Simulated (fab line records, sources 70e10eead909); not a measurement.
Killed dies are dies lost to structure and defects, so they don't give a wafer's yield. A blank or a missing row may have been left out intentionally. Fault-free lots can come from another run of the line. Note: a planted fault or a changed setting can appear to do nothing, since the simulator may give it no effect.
Which tool is to blame? || flow nandHarc || 36 wafers from 12 lots sampled at 6 of the route's 1302 steps

WHAT THE GAUGES READ, wafer by wafer
NHARC_P_ZERO_WELL_CD_MEAS_24: the cd target is 720 nm.
{"lot": "L171", "measured": "day 1 22:20", "on": "cdSem-01", "cdNm (nm)": "718.0 718.0 718.8"}
{"lot": "L172", "measured": "day 2 11:41", "on": "cdSem-01", "cdNm (nm)": "715.5 720.9 715.2"}
{"lot": "L173", "measured": "day 2 18:20", "on": "cdSem-01", "cdNm (nm)": "722.3 719.8 722.8"}
{"lot": "L174", "measured": "day 3 04:38", "on": "cdSem-01", "cdNm (nm)": "- - -"}
{"lot": "L183", "measured": "day 6 22:37", "on": "cdSem-01", "cdNm (nm)": "725.0 721.2 722.7"}
{"lot": "L184", "measured": "day 7 08:27", "on": "cdSem-02", "cdNm (nm)": "718.5 720.6 721.7"}
{"lot": "L185", "measured": "day 7 18:28", "on": "cdSem-01", "cdNm (nm)": "721.3 722.1 722.0"}
{"lot": "L186", "measured": "day 8 04:41", "on": "cdSem-02", "cdNm (nm)": "721.0 716.3 715.2"}
{"lot": "L189", "measured": "day 9 10:20", "on": "cdSem-03", "cdNm (nm)": "725.6 723.1 718.5"}
{"lot": "L190", "measured": "day 9 20:33", "on": "cdSem-01", "cdNm (nm)": "719.9 724.9 724.1"}
{"lot": "L191", "measured": "day 10 06:44", "on": "cdSem-03", "cdNm (nm)": "716.8 719.9 720.6"}
{"lot": "L194", "measured": "day 11 12:34", "on": "cdSem-02", "cdNm (nm)": "722.8 719.6 720.8"}

NHARC_P_STI_INSPECT_11.
{"lot": "L171", "measured": "day 2 22:05", "on": "defectInspect-02", "rawDefectCount": "20 8 10"}
{"lot": "L172", "measured": "day 3 09:59", "on": "defectInspect-01", "rawDefectCount": "4 10 13"}
{"lot": "L173", "measured": "day 3 17:08", "on": "defectInspect-01", "rawDefectCount": "6 2 7"}
{"lot": "L183", "measured": "day 8 00:37", "on": "defectInspect-01", "rawDefectCount": "1 5 5"}
{"lot": "L184", "measured": "day 8 08:20", "on": "defectInspect-02", "rawDefectCount": "4 1 5"}
{"lot": "L185", "measured": "day 8 15:32", "on": "defectInspect-01", "rawDefectCount": "4 6 8"}
{"lot": "L186", "measured": "day 9 01:14", "on": "defectInspect-02", "rawDefectCount": "9 5 5"}
{"lot": "L189", "measured": "day 10 07:35", "on": "defectInspect-01", "rawDefectCount": "11 12 9"}
{"lot": "L190", "measured": "day 10 22:17", "on": "defectInspect-02", "rawDefectCount": "4 9 12"}
{"lot": "L191", "measured": "day 11 04:59", "on": "defectInspect-02", "rawDefectCount": "8 2 2"}
{"lot": "L194", "measured": "day 12 10:44", "on": "defectInspect-01", "rawDefectCount": "6 9 5"}

NHARC_P_STI_INSPECT_25.
{"lot": "L171", "measured": "day 4 05:10", "on": "defectInspect-02", "rawDefectCount": "157 239 212"}
{"lot": "L172", "measured": "day 4 17:35", "on": "defectInspect-01", "rawDefectCount": "163 219 177"}
{"lot": "L173", "measured": "day 4 17:35", "on": "defectInspect-02", "rawDefectCount": "192 297 158"}
{"lot": "L183", "measured": "day 9 04:16", "on": "defectInspect-01", "rawDefectCount": "285 199 385"}
{"lot": "L184", "measured": "day 9 10:53", "on": "defectInspect-02", "rawDefectCount": "419 267 409"}
{"lot": "L185", "measured": "day 10 03:55", "on": "defectInspect-01", "rawDefectCount": "437 348 355"}
{"lot": "L186", "measured": "day 10 03:55", "on": "defectInspect-02", "rawDefectCount": "208 182 183"}
{"lot": "L189", "measured": "day 11 16:53", "on": "defectInspect-02", "rawDefectCount": "261 177 263"}
{"lot": "L190", "measured": "day 12 06:40", "on": "defectInspect-02", "rawDefectCount": "185 124 167"}
{"lot": "L191", "measured": "day 12 11:16", "on": "defectInspect-01", "rawDefectCount": "129 111 231"}
{"lot": "L194", "measured": "day 13 14:45", "on": "defectInspect-01", "rawDefectCount": "303 362 385"}

NHARC_END_SORT_01.
{"lot": "L174", "measured": "day 25 17:55", "on": "prober-02", "killedAtArray": "58 45 40", "killedAtOther": "2 2 4", "killedAtPeriphery": "617 630 633", "killedDies": "677 677 677", "killedOpen": "2 2 4", "killedShort": "5 2 3"}

TOOL THAT RAN EACH LOT (tool first, then ch and the chambers of the sampled wafers, then the start)
{"lot": "L171", "NHARC_P_ZERO_WELL_EXPOSE_21": "krfScanner-01 ch 0, day 1 22:11", "NHARC_P_ZERO_WELL_DESCUM_54": "rieDiel-08 ch 1,2, day 2 01:52"}
{"lot": "L172", "NHARC_P_ZERO_WELL_EXPOSE_21": "krfScanner-03 ch 0, day 2 11:32", "NHARC_P_ZERO_WELL_DESCUM_54": "rieDiel-12 ch 0,2,3, day 2 14:53"}
{"lot": "L173", "NHARC_P_ZERO_WELL_EXPOSE_21": "krfScanner-03 ch 0, day 2 18:11", "NHARC_P_ZERO_WELL_DESCUM_54": "rieDiel-08 ch 1,2,3, day 2 21:40"}
{"lot": "L174", "NHARC_P_ZERO_WELL_EXPOSE_21": "krfScanner-01 ch 0, day 3 04:29", "NHARC_P_ZERO_WELL_DESCUM_54": "rieDiel-12 ch 0,1,2, day 3 08:05"}
{"lot": "L183", "NHARC_P_ZERO_WELL_EXPOSE_21": "krfScanner-03 ch 0, day 6 22:27", "NHARC_P_ZERO_WELL_DESCUM_54": "rieDiel-12 ch 0,3, day 7 02:04"}
{"lot": "L184", "NHARC_P_ZERO_WELL_EXPOSE_21": "krfScanner-03 ch 0, day 7 08:17", "NHARC_P_ZERO_WELL_DESCUM_54": "rieDiel-07 ch 1,2,3, day 7 12:04"}
{"lot": "L185", "NHARC_P_ZERO_WELL_EXPOSE_21": "krfScanner-03 ch 0, day 7 18:19", "NHARC_P_ZERO_WELL_DESCUM_54": "rieDiel-07 ch 0,3, day 7 21:56"}
{"lot": "L186", "NHARC_P_ZERO_WELL_EXPOSE_21": "krfScanner-01 ch 0, day 8 04:32", "NHARC_P_ZERO_WELL_DESCUM_54": "rieDiel-07 ch 1,2,3, day 8 08:13"}
{"lot": "L189", "NHARC_P_ZERO_WELL_EXPOSE_21": "krfScanner-03 ch 0, day 9 10:11", "NHARC_P_ZERO_WELL_DESCUM_54": "rieDiel-12 ch 0,3, day 9 13:47"}
{"lot": "L190", "NHARC_P_ZERO_WELL_EXPOSE_21": "krfScanner-03 ch 0, day 9 20:24", "NHARC_P_ZERO_WELL_DESCUM_54": "rieDiel-12 ch 0,1,2, day 9 23:53"}
{"lot": "L191", "NHARC_P_ZERO_WELL_EXPOSE_21": "krfScanner-01 ch 0, day 10 06:35", "NHARC_P_ZERO_WELL_DESCUM_54": "rieDiel-08 ch 0,2,3, day 10 10:04"}
{"lot": "L194", "NHARC_P_ZERO_WELL_EXPOSE_21": "krfScanner-01 ch 0, day 11 12:25", "NHARC_P_ZERO_WELL_DESCUM_54": "rieDiel-12 ch 2,3, day 11 15:46"}
- NHARC_P_ZERO_WELL_EXPOSE_21: exposes mask P NWELL, target cd 720 nm.
- NHARC_P_ZERO_WELL_DESCUM_54: chemistry O2, time 3 s.

WHAT THE TOOLS THEMSELVES READ (means of the sampled wafers that have a number; where no wafer has one, the mark that the record gives instead)
NHARC_P_ZERO_WELL_EXPOSE_21.
{"lot": "L171", "tool": "krfScanner-01", "stageVelMmS (mm/s)": 499.76}
{"lot": "L172", "tool": "krfScanner-03", "stageVelMmS (mm/s)": 499.90}
{"lot": "L173", "tool": "krfScanner-03", "stageVelMmS (mm/s)": 500.33}
{"lot": "L174", "tool": "krfScanner-01", "stageVelMmS (mm/s)": 500.05}
{"lot": "L183", "tool": "krfScanner-03", "stageVelMmS (mm/s)": 500.08}
{"lot": "L184", "tool": "krfScanner-03", "stageVelMmS (mm/s)": 500.14}
{"lot": "L185", "tool": "krfScanner-03", "stageVelMmS (mm/s)": 499.85}
{"lot": "L186", "tool": "krfScanner-01", "stageVelMmS (mm/s)": 499.90}
{"lot": "L189", "tool": "krfScanner-03", "stageVelMmS (mm/s)": 499.99}
{"lot": "L190", "tool": "krfScanner-03", "stageVelMmS (mm/s)": 499.98}
{"lot": "L191", "tool": "krfScanner-01", "stageVelMmS (mm/s)": 499.76}
{"lot": "L194", "tool": "krfScanner-01", "stageVelMmS (mm/s)": 500.23}

NHARC_P_ZERO_WELL_DESCUM_54.
{"lot": "L171", "tool": "rieDiel-08", "drypumpMotorCurrentA (A)": 5.7, "o2FlowSccm (sccm)": 199.9, "oesProductAu (a.u.)": 1.002, "rfVppV (V)": 57.4, "showerheadPlenumPTorr (Torr)": 1.97, "throttleValvePct (%)": 11.311}
{"lot": "L172", "tool": "rieDiel-12", "drypumpMotorCurrentA (A)": 5.9, "o2FlowSccm (sccm)": 200.3, "oesProductAu (a.u.)": 1.003, "rfVppV (V)": 58.0, "showerheadPlenumPTorr (Torr)": 1.97, "throttleValvePct (%)": 11.314}
{"lot": "L173", "tool": "rieDiel-08", "drypumpMotorCurrentA (A)": 5.9, "o2FlowSccm (sccm)": 200.3, "oesProductAu (a.u.)": 1.001, "rfVppV (V)": 57.8, "showerheadPlenumPTorr (Torr)": 1.97, "throttleValvePct (%)": 11.307}
{"lot": "L174", "tool": "rieDiel-12", "drypumpMotorCurrentA (A)": 5.7, "o2FlowSccm (sccm)": 200.2, "oesProductAu (a.u.)": 0.999, "rfVppV (V)": 57.9, "showerheadPlenumPTorr (Torr)": 1.92, "throttleValvePct (%)": 11.315}
{"lot": "L183", "tool": "rieDiel-12", "drypumpMotorCurrentA (A)": 5.9, "o2FlowSccm (sccm)": 199.8, "oesProductAu (a.u.)": 0.991, "rfVppV (V)": 57.8, "showerheadPlenumPTorr (Torr)": 1.92, "throttleValvePct (%)": 11.315}
{"lot": "L184", "tool": "rieDiel-07", "drypumpMotorCurrentA (A)": 5.7, "o2FlowSccm (sccm)": 200.0, "oesProductAu (a.u.)": 1.009, "rfVppV (V)": 57.2, "showerheadPlenumPTorr (Torr)": 1.88, "throttleValvePct (%)": 11.310}
{"lot": "L185", "tool": "rieDiel-07", "drypumpMotorCurrentA (A)": 5.2, "o2FlowSccm (sccm)": 200.3, "oesProductAu (a.u.)": 1.001, "rfVppV (V)": 58.4, "showerheadPlenumPTorr (Torr)": 1.87, "throttleValvePct (%)": 11.310}
{"lot": "L186", "tool": "rieDiel-07", "drypumpMotorCurrentA (A)": 5.7, "o2FlowSccm (sccm)": 200.0, "oesProductAu (a.u.)": 0.999, "rfVppV (V)": 57.8, "showerheadPlenumPTorr (Torr)": 1.88, "throttleValvePct (%)": 11.312}
{"lot": "L189", "tool": "rieDiel-12", "drypumpMotorCurrentA (A)": 5.9, "o2FlowSccm (sccm)": 200.3, "oesProductAu (a.u.)": 1.002, "rfVppV (V)": 58.5, "showerheadPlenumPTorr (Torr)": 1.96, "throttleValvePct (%)": 11.302}
{"lot": "L190", "tool": "rieDiel-12", "drypumpMotorCurrentA (A)": 5.8, "o2FlowSccm (sccm)": 200.2, "oesProductAu (a.u.)": 1.007, "rfVppV (V)": 58.3, "showerheadPlenumPTorr (Torr)": 1.91, "throttleValvePct (%)": 11.311}
{"lot": "L191", "tool": "rieDiel-08", "drypumpMotorCurrentA (A)": 6.0, "o2FlowSccm (sccm)": 199.7, "oesProductAu (a.u.)": 0.997, "rfVppV (V)": 57.3, "showerheadPlenumPTorr (Torr)": 1.93, "throttleValvePct (%)": 11.303}
{"lot": "L194", "tool": "rieDiel-12", "drypumpMotorCurrentA (A)": 5.9, "o2FlowSccm (sccm)": 199.9, "oesProductAu (a.u.)": 0.994, "rfVppV (V)": 58.2, "showerheadPlenumPTorr (Torr)": 1.98, "throttleValvePct (%)": 11.312}

THE ANSWER, worked out from the rows above alone
Rule: usual is defined by the lots themselves. The widest of any qualifying gaps counts: lots, ordered by their means at a reading, are off when they make up no more than a third of the lots, leave a main group of 4 or more, and stand apart from it by 3 or more times the standard deviation of that group's means. Not used: any main group whose means are identical at the precision the tables above print for the reading. A lot without any number at a reading at which 4 lots or more have one is off too. All remaining lots with rows at the step are treated as sound. After the gauges, taken in route order, come the tools' own readings; for these a lot's mean is taken, as printed above. The first step at which some lot is off is used, and at that step the reading that is off furthest; a lot without a number counts as furthest.
Off: L174 (NHARC_P_ZERO_WELL_CD_MEAS_24, cdNm). Without a number there: L174. The main group: mean 720.5 nm, standard deviation 2.
A tool fits if, at a process step before that reading, it ran every lot that is off, and no sound lot after the first of them. Gauges at NHARC_P_ZERO_WELL_CD_MEAS_24: tried the same way as those tools. No candidate that was tried fits.

WHAT WAS PUT IN BY THE SIMULATOR
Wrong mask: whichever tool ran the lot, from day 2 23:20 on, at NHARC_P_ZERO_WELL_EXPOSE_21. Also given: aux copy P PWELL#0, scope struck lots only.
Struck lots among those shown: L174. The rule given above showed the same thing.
